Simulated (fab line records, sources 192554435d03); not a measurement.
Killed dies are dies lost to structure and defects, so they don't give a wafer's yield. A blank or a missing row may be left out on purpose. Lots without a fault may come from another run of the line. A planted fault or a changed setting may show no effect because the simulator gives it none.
Chamber matching | flow n5_finfet | N5_FIN_SAQP_ETCH_65 on rie_si-03: 4 sister chambers
The step etches SiO2 in CF4, target depth 4 nm, time 4.4 s. 7 wafers are shown with their chamber, then 7 later ones without.

WAFERS WITH THEIR CHAMBER
wafer  | chamber | drypump_motor_current_A (A) | throttle_valve_pct (%)
L075.5 | 3       | 5.7                         | 21.87
L080.4 | 0       | 6.0                         | 22.09
L083.5 | 1       | 6.2                         | 21.77
L090.1 | 1       | 6.2                         | 21.78
L090.3 | 0       | 6.1                         | 22.07
L093.1 | 2       | 5.4                         | 21.71
L093.4 | 2       | 5.4                         | 21.70

WAFERS WITHOUT THEIR CHAMBER
wafer  | drypump_motor_current_A (A) | throttle_valve_pct (%)
L093.6 | 6.1                         | 22.07
L095.2 | 5.8                         | 21.86
L095.4 | 6.2                         | 21.76
L095.5 | 6.1                         | 22.06
L097.2 | 5.4                         | 21.69
L097.3 | 5.8                         | 21.86
L097.5 | 6.2                         | 21.76

WHICH CHAMBER EACH WENT THROUGH
wafer  | from the rows above | in truth
L093.6 | 0                   | 0
L095.2 | 3                   | 3
L095.4 | 1                   | 1
L095.5 | 0                   | 0
L097.2 | 2                   | 2
L097.3 | 3                   | 3
L097.5 | 1                   | 1
Placed correctly: 7 of 7. Can't be placed from these rows: 0. Placed wrongly: 0.
How it was worked out, from the rows above alone: a wafer's distance from a chamber is the root of the sum, over the readings, of the square of ((its reading less the chamber's mean) divided by the reading's scatter). The wafer belongs to the nearest chamber; if the next one is less than 2 further off, it can't be placed. A chamber's mean is the mean of its shown wafers. The scatter: the root of (the sum of the squares of (reading less its chamber's mean) over the shown wafers, divided by (wafers less chambers)).
